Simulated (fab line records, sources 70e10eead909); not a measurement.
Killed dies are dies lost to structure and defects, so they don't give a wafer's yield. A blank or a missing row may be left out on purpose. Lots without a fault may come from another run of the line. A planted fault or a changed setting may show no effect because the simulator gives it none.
Which tool did it? | flow nand_harc | 6 lots, 18 wafers sampled, at 5 steps of a route of 1302

WHAT THE GAUGES READ, wafer by wafer
NHARC_A_M1_CD_MEAS_09: target cd 120 nm.
lot  | measured     | on        | cd_nm (nm)
L573 | day 23 17:52 | cd_sem-02 | 120.5 120.3 119.6
L575 | day 23 22:05 | cd_sem-02 | 119.6 120.1 120.4
L578 | day 25 18:01 | cd_sem-03 | 120.1 119.9 121.4
L583 | day 26 23:21 | cd_sem-01 | 120.1 120.6 120.1
L585 | day 27 14:39 | cd_sem-03 | 120.4 120.5 120.8
L587 | day 28 21:33 | cd_sem-02 | 120.9 120.7 120.3

WHICH TOOL RAN EACH LOT (tool, then ch and the chambers of the sampled wafers, then the start)
lot  | NHARC_A_M0_ANNEAL_30             | NHARC_A_M0_PRE_CLEAN_31         | NHARC_A_M0_DEP_32               | NHARC_A_M1_EXPOSE_06
L573 | rtp_anneal-01 ch 0, day 23 15:48 | pecvd-04 ch 0,1,2, day 23 16:38 | pecvd-04 ch 0,1,2, day 23 16:43 | arfi_scanner-01 ch 0, day 23 17:43
L575 | rtp_anneal-02 ch 0, day 23 19:53 | pecvd-01 ch 0,1, day 23 20:44   | pecvd-01 ch 0,1, day 23 20:49   | arfi_scanner-01 ch 0, day 23 21:56
L578 | rtp_anneal-01 ch 0, day 25 15:51 | pecvd-01 ch 0,2, day 25 16:41   | pecvd-01 ch 0,2, day 25 16:46   | arfi_scanner-02 ch 0, day 25 17:52
L583 | rtp_anneal-01 ch 0, day 26 21:11 | pecvd-01 ch 0,1,2, day 26 22:03 | pecvd-01 ch 0,1,2, day 26 22:11 | arfi_scanner-01 ch 0, day 26 23:13
L585 | rtp_anneal-02 ch 0, day 27 12:31 | pecvd-03 ch 0,2, day 27 13:20   | pecvd-03 ch 0,2, day 27 13:25   | arfi_scanner-02 ch 0, day 27 14:31
L587 | rtp_anneal-01 ch 0, day 28 19:25 | pecvd-01 ch 0,1,2, day 28 20:18 | pecvd-01 ch 0,1,2, day 28 20:23 | arfi_scanner-02 ch 0, day 28 21:25
- NHARC_A_M0_ANNEAL_30: time 90 s.
- NHARC_A_M0_PRE_CLEAN_31: time 12 s.
- NHARC_A_M0_DEP_32: deposits SiCN, target thk 30 nm.
- NHARC_A_M1_EXPOSE_06: exposes mask A M1, target cd 120 nm.

THE ANSWER, worked out from the rows above alone
Rule: what is usual is taken from the lots themselves. Put in order of their means at a reading, lots are off if they are a third of the lots or fewer, leave a main group of 4 or more, and stand apart from it by a gap of 3 or more times the standard deviation of the main group's means; of several such gaps the widest counts. A main group whose means are all the same, to the digits that the tables above print for the reading, isn't used. A lot without any number at a reading at which 4 lots or more have one is off too. The other lots that the step has rows for count as sound.
No lot is off at any reading shown: from this, nothing can be told.

WHAT THE SIMULATOR HAD PUT IN
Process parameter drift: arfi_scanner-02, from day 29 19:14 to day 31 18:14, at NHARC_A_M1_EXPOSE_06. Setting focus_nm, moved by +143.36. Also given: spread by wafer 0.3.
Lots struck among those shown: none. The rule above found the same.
